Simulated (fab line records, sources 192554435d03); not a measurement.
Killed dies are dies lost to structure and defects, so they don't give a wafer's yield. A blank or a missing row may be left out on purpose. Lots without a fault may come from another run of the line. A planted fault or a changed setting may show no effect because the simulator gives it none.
A struck lot beside a sound one | flow n5_finfet | 35 steps out of a route of 1938
Sound: wafers L727.1, L727.3, L727.4. Struck: wafer L740.2. (L740.1, L740.6 of the same lot were not struck and are left out.) The cause comes at the end.
At each step with rows: each side's tool, then ch and its chambers, then its first start. Under that, the readings that differ: sound wafers | struck wafers | difference of the means | sigmas: that difference in standard deviations of wafers without a fault.
alike: readings whose means differ by less than 2 such deviations, and words and numbers that are the same on both sides. not compared: withheld readings, readings that some wafer has no value for, bounds like >300 that may hide the same value, and numbers for which the record gives no deviation and whose values overlap.
The two part at a step that has a row with sigmas, a row that says differs or no value, or rows on one side only. Numbers that don't overlap but have no deviation are shown without sigmas and don't part them. A reading that every wafer of one side lacks parts them only if that side has two wafers or more.

first, 9 steps without rows for these wafers: N5_BEOL_M14_SOFTBAKE_23 (time 60 s); N5_BEOL_M14_EXPOSE_25 (exposes mask M14, target cd 280 nm); N5_BEOL_M14_PEB_26 (peb time 90 s); N5_BEOL_M14_DEVELOP_27 (develop time 45 s); N5_BEOL_M14_HARDBAKE_32 (time 120 s); N5_BEOL_M14_DESCUM_33 (chemistry O2, time 7.9 s); N5_BEOL_M14_ETCH_67 (etches SiARC in CF4, target depth 143 nm, time 238.3 s); N5_BEOL_M14_ETCH_68 (etches SOC in N2/H2, time 450 s); N5_BEOL_M14_STRIP_69 (strips in N2/H2).
N5_BEOL_M14_TRENCH_ETCH_34: etches SiO2 in C4F8/O2/Ar, target depth 556.65 nm, time 126.9 s.
  sound on rie_diel-05 ch 1,2,3, day 13 12:28; struck on rie_diel-05 ch 3, day 16 22:18
  alike: drypump_motor_current_A, mfc_ar_sccm, oes_ar_750_au, oes_product_au, rf_vpp_V, showerhead_plenum_p_Torr, throttle_valve_pct
  not compared: rf_hours_counter_h
then, 24 steps without rows for these wafers: N5_BEOL_M14_STRIP_70 (strips in C4F8/O2/Ar); N5_BEOL_M14_STRIP_37 (strips in O2); N5_BEOL_M14_ETCH_38 (etches SiCN in CF4/N2, target depth 106.5 nm, time 120.6 s); N5_BEOL_M14_PRECLEAN_39 (cleans in residue remover, time 60 s); N5_BEOL_M14_SRD_40 (time 30 s, dry time 30 s); N5_BEOL_M14_DEGAS_41 (time 60 s); N5_BEOL_M14_PRE_CLEAN_42 (time 30 s); N5_BEOL_M14_SPUTTER_43 (material TaN, target thk 15 nm, time 24.19 s); N5_BEOL_M14_SPUTTER_44 (material Ta, target thk 15 nm, time 24.19 s); N5_BEOL_M14_SPUTTER_45 (material Cu, target thk 100 nm, time 16.67 s); N5_BEOL_M14_ECD_47 (material Cu, target thk 1248 nm); N5_BEOL_M14_ANNEAL_48 (time 90 s); N5_BEOL_M14_CMP_49 (polishes, stops on SiO2, t overpolish 5.2 s, target thk 560 nm); N5_BEOL_M14_PRE_CLEAN_52 (time 15 s); N5_BEOL_M14_DEP_53 (deposits SiCN from 3MS/NH3, target thk 50 nm, time 17.8 s); N5_BEOL_M15_ILD_DEP_00 (deposits SiO2 from TEOS/O2, target thk 1629.3 nm, time 346.1 s); N5_BEOL_M15_COAT_58 (time 60 s, resist thk 89 nm); N5_BEOL_M15_COAT_04 (resist thk 800 nm); N5_BEOL_M15_EBR_06; N5_BEOL_M15_SOFTBAKE_05 (time 60 s); N5_BEOL_M15_EXPOSE_07 (exposes mask V14); N5_BEOL_M15_PEB_08 (peb time 90 s); N5_BEOL_M15_DEVELOP_09 (develop time 45 s); N5_BEOL_M15_HARDBAKE_14 (time 120 s).
N5_PASSIVATION_PROBE_49:
  the record has rows for the struck wafers here (prober-02, day 18 01:31) and none for the sound ones

WHERE THEY PART
Only at N5_PASSIVATION_PROBE_49, within this record.

WHY: what the simulator had put in
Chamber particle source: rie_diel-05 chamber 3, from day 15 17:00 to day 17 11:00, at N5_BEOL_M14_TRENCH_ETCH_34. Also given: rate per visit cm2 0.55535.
